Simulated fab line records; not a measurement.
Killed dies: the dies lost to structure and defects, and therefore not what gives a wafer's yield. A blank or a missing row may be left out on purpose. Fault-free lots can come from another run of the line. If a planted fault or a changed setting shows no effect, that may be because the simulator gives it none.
Matching of chambers / flow n5_finfet / N5_BEOL_M6_ETCH_72 on rie_diel-01: 4 sister chambers
The step etches underlayer in N2/H2, target depth 6.5 nm, time 5.2 s. 16 wafers are shown with their chamber, then 8 later ones without.

## EACH WAFER AND ITS CHAMBER
wafer=L075.1; chamber=1; throttle_valve_pct (%)=18.1; showerhead_plenum_p_Torr (Torr)=2.45; drypump_motor_current_A (A)=6.1
wafer=L075.2; chamber=2; throttle_valve_pct (%)=17.3; showerhead_plenum_p_Torr (Torr)=2.70; drypump_motor_current_A (A)=5.6
wafer=L075.4; chamber=3; throttle_valve_pct (%)=18.3; showerhead_plenum_p_Torr (Torr)=2.67; drypump_motor_current_A (A)=6.2
wafer=L079.4; chamber=0; throttle_valve_pct (%)=17.6; showerhead_plenum_p_Torr (Torr)=2.60; drypump_motor_current_A (A)=5.9
wafer=L079.5; chamber=0; throttle_valve_pct (%)=17.6; showerhead_plenum_p_Torr (Torr)=2.60; drypump_motor_current_A (A)=6.0
wafer=L079.6; chamber=1; throttle_valve_pct (%)=18.1; showerhead_plenum_p_Torr (Torr)=2.44; drypump_motor_current_A (A)=6.1
wafer=L080.1; chamber=0; throttle_valve_pct (%)=17.6; showerhead_plenum_p_Torr (Torr)=2.60; drypump_motor_current_A (A)=5.9
wafer=L080.3; chamber=3; throttle_valve_pct (%)=18.3; showerhead_plenum_p_Torr (Torr)=2.67; drypump_motor_current_A (A)=6.3
wafer=L080.4; chamber=2; throttle_valve_pct (%)=17.4; showerhead_plenum_p_Torr (Torr)=2.69; drypump_motor_current_A (A)=5.6
wafer=L082.2; chamber=3; throttle_valve_pct (%)=18.3; showerhead_plenum_p_Torr (Torr)=2.67; drypump_motor_current_A (A)=6.2
wafer=L082.3; chamber=1; throttle_valve_pct (%)=18.1; showerhead_plenum_p_Torr (Torr)=2.44; drypump_motor_current_A (A)=6.1
wafer=L082.6; chamber=3; throttle_valve_pct (%)=18.3; showerhead_plenum_p_Torr (Torr)=2.67; drypump_motor_current_A (A)=6.2
wafer=L083.1; chamber=0; throttle_valve_pct (%)=17.6; showerhead_plenum_p_Torr (Torr)=2.60; drypump_motor_current_A (A)=5.9
wafer=L083.2; chamber=3; throttle_valve_pct (%)=18.3; showerhead_plenum_p_Torr (Torr)=2.67; drypump_motor_current_A (A)=6.2
wafer=L083.6; chamber=3; throttle_valve_pct (%)=18.3; showerhead_plenum_p_Torr (Torr)=2.67; drypump_motor_current_A (A)=6.2
wafer=L086.1; chamber=3; throttle_valve_pct (%)=18.3; showerhead_plenum_p_Torr (Torr)=2.66; drypump_motor_current_A (A)=6.2

SIGNATURES, as means of the wafers listed above
reading=throttle_valve_pct; chamber 0=17.600; chamber 1=18.100; chamber 2=17.350; chamber 3=18.300; scatter within a chamber=0.0204
reading=showerhead_plenum_p_Torr; chamber 0=2.6000; chamber 1=2.4433; chamber 2=2.6950; chamber 3=2.6686; scatter within a chamber=0.00411
reading=drypump_motor_current_A; chamber 0=5.925; chamber 1=6.100; chamber 2=5.600; chamber 3=6.214; scatter within a chamber=0.0366
Rule: a wafer lies at a distance from a chamber equal to the root of the sum of squares, over the readings, of (its reading less the chamber's mean, divided by the reading's scatter). If the next closest chamber is less than 2 further off than the closest, the wafer can't be placed; otherwise it belongs to the closest. How the scatter is found: for the shown wafers, subtract from each reading the mean of its chamber, square and add these, divide the total by (wafers less chambers), then take the root.

## WAFERS WHOSE CHAMBER IS MISSING
wafer=L086.3; throttle_valve_pct (%)=17.6; showerhead_plenum_p_Torr (Torr)=2.59; drypump_motor_current_A (A)=5.9
wafer=L086.4; throttle_valve_pct (%)=17.4; showerhead_plenum_p_Torr (Torr)=2.69; drypump_motor_current_A (A)=5.6
wafer=L092.1; throttle_valve_pct (%)=18.4; showerhead_plenum_p_Torr (Torr)=2.66; drypump_motor_current_A (A)=6.2
wafer=L092.3; throttle_valve_pct (%)=17.7; showerhead_plenum_p_Torr (Torr)=2.58; drypump_motor_current_A (A)=6.0
wafer=L092.6; throttle_valve_pct (%)=17.7; showerhead_plenum_p_Torr (Torr)=2.58; drypump_motor_current_A (A)=5.9
wafer=L096.1; throttle_valve_pct (%)=18.4; showerhead_plenum_p_Torr (Torr)=2.65; drypump_motor_current_A (A)=6.2
wafer=L096.3; throttle_valve_pct (%)=18.2; showerhead_plenum_p_Torr (Torr)=2.42; drypump_motor_current_A (A)=6.1
wafer=L096.5; throttle_valve_pct (%)=18.4; showerhead_plenum_p_Torr (Torr)=2.65; drypump_motor_current_A (A)=6.2

## THE CHAMBER EACH PASSED THROUGH
wafer=L086.3; from the rows above=0; in truth=0
wafer=L086.4; from the rows above=2; in truth=2
wafer=L092.1; from the rows above=3; in truth=3
wafer=L092.3; from the rows above=0; in truth=0
wafer=L092.6; from the rows above=0; in truth=0
wafer=L096.1; from the rows above=3; in truth=3
wafer=L096.3; from the rows above=1; in truth=1
wafer=L096.5; from the rows above=3; in truth=3
Correct placement for 8 of the 8. Number that these rows cannot place: 0. Wrongly placed: 0.
